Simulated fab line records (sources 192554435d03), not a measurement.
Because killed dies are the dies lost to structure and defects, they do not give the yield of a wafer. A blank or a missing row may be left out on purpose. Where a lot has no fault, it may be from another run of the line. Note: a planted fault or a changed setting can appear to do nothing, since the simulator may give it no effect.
A struck lot beside a sound one    flow n5Finfet    35 steps out of a route of 1938
Sound: these wafers, L113.1, L113.2, L113.4. Struck: wafers L124.3, L124.5. (L124.2 of the same lot was not struck and is left out.) The cause comes at the end.
Each step with rows lists, per side, the tool, then ch with its chambers, then its first start. Under that, the readings that differ: sound wafers    struck wafers    difference of the means    sigmas: that difference in standard deviations of wafers without a fault.
alike: same words and numbers on both sides, and readings whose means sit less than 2 such deviations apart. not compared: any withheld reading, any reading some wafer has no value for, any bound like >300 that may hide the same value, and any number with overlapping values for which the record gives no deviation.
The two part at a step that has a row with sigmas, a row that says differs or no value, or rows on one side only. Non-overlapping numbers with no deviation appear without sigmas and do not part them. Lack of a reading on every wafer of one side parts them only where that side has two or more wafers.

first, 9 steps without rows for these wafers: N5_PMOS_HMC_CHANNEL_EPI_SOFTBAKE_04 (time 60 s); N5_PMOS_HMC_CHANNEL_EPI_EXPOSE_06 (exposes mask PMOS HMC BLK, target cd 240 nm); N5_PMOS_HMC_CHANNEL_EPI_PEB_07 (peb time 60 s); N5_PMOS_HMC_CHANNEL_EPI_DEVELOP_08 (develop time 30 s); N5_PMOS_HMC_CHANNEL_EPI_DESCUM_14 (chemistry O2, time 7.9 s); N5_PMOS_HMC_CHANNEL_EPI_ETCH_32 (etches BARC in N2/H2, stops on SiO2, target depth 85.8 nm, time 50.3 s); N5_PMOS_HMC_CHANNEL_EPI_HM_OPEN_15 (chemistry CHF3/O2, target SiO2, target depth 40.6 nm, time 20.3 s); N5_PMOS_HMC_CHANNEL_EPI_STRIP_33 (strips in N2/H2); N5_PMOS_HMC_CHANNEL_EPI_STRIP_17 (strips in SPM, time 750 s).
N5_PMOS_HMC_CHANNEL_EPI_ETCH_38: etches SiO2 in CF4, target depth 1.5 nm.
  sound on rieSi-05 ch 0,1,2, day 3 05:31; struck on rieSi-03 ch 1, day 5 23:38
  alike: drypumpMotorCurrentA, oesProductAu, throttleValvePct
  not compared: rfHoursCounterH
then, 24 steps without rows for these wafers: N5_PMOS_HMC_CHANNEL_EPI_FIN_RECESS_16 (chemistry HBr/Cl2, target Si, target depth 54 nm, time 18 s); N5_PMOS_HMC_CHANNEL_EPI_PRECLEAN_36 (cleans in O3/DIW, time 45 s); N5_PMOS_HMC_CHANNEL_EPI_PRECLEAN_18 (cleans in DHF, time 30 s); N5_PMOS_HMC_CHANNEL_EPI_SRD_19 (time 30 s); N5_PMOS_HMC_CHANNEL_EPI_EPI_20 (deposits SiGe30, target thk 59 nm); N5_PMOS_HMC_CHANNEL_EPI_HM_STRIP_35 (strips SiO2 in dHF, material SiO2, target depth 39.6 nm, time 216 s); N5_PMOS_HMC_CHANNEL_EPI_SRD_39 (time 30 s); N5_PMOS_HMC_CHANNEL_EPI_CMP_21 (polishes SiGe30, target thk 54 nm); N5_PMOS_HMC_CHANNEL_EPI_PRECLEAN_40 (cleans in DHF, time 30 s); N5_PMOS_HMC_CHANNEL_EPI_PRECLEAN_37 (cleans in O3/DIW, time 45 s); N5_PMOS_HMC_CHANNEL_EPI_PRECLEAN_24 (cleans in DHF, time 30 s); N5_PMOS_HMC_CHANNEL_EPI_SRD_25 (time 30 s); N5_PMOS_HMC_CHANNEL_EPI_EPI_26 (deposits Si from SiH4/H2, target thk 3.8 nm, time 22.7 s); N5_FIN_SAQP_PRECLEAN_42 (cleans in O3/DIW, time 60 s); N5_FIN_SAQP_PRECLEAN_00 (cleans in SC1, time 60 s); N5_FIN_SAQP_PRECLEAN_44 (cleans in SC2, time 45 s); N5_FIN_SAQP_SRD_01 (time 30 s); N5_FIN_SAQP_ALD_61 (deposits SiO2, target thk 4 nm, pulse time 1 s, purge time 2 s); N5_FIN_SAQP_DENSIFY_62 (time 60 s); N5_FIN_SAQP_HM_DEP_03 (deposits SiNx from SiH4/NH3/N2, target thk 38 nm, time 33.6 s); N5_FIN_SAQP_PECVD_47 (deposits a-Si from SiH4/He, target thk 45 nm, time 36.3 s); N5_FIN_SAQP_PECVD_48 (deposits SiNx from SiH4/NH3/N2, target thk 25 nm, time 22.1 s); N5_FIN_SAQP_PECVD_06 (deposits a-Si from SiH4/He, target thk 60 nm, time 48.1 s); N5_FIN_SAQP_HM_DEP_72 (deposits SiO2 from SiH4/N2O, target thk 12 nm, time 7.2 s).
-- a jump in the record: the struck wafers' starts before and after are 13 days apart (it breaks off in module FIN_SAQP and resumes in module PASSIVATION, where the first step shown is number 1936 of the route) --
N5_PASSIVATION_PROBE_49:
  only the struck wafers here have rows in the record (prober-02, day 19 07:56); the sound ones have none

== WHERE THEY PART ==
Only at N5_PASSIVATION_PROBE_49, within this record.

WHY: what had been put in by the simulator
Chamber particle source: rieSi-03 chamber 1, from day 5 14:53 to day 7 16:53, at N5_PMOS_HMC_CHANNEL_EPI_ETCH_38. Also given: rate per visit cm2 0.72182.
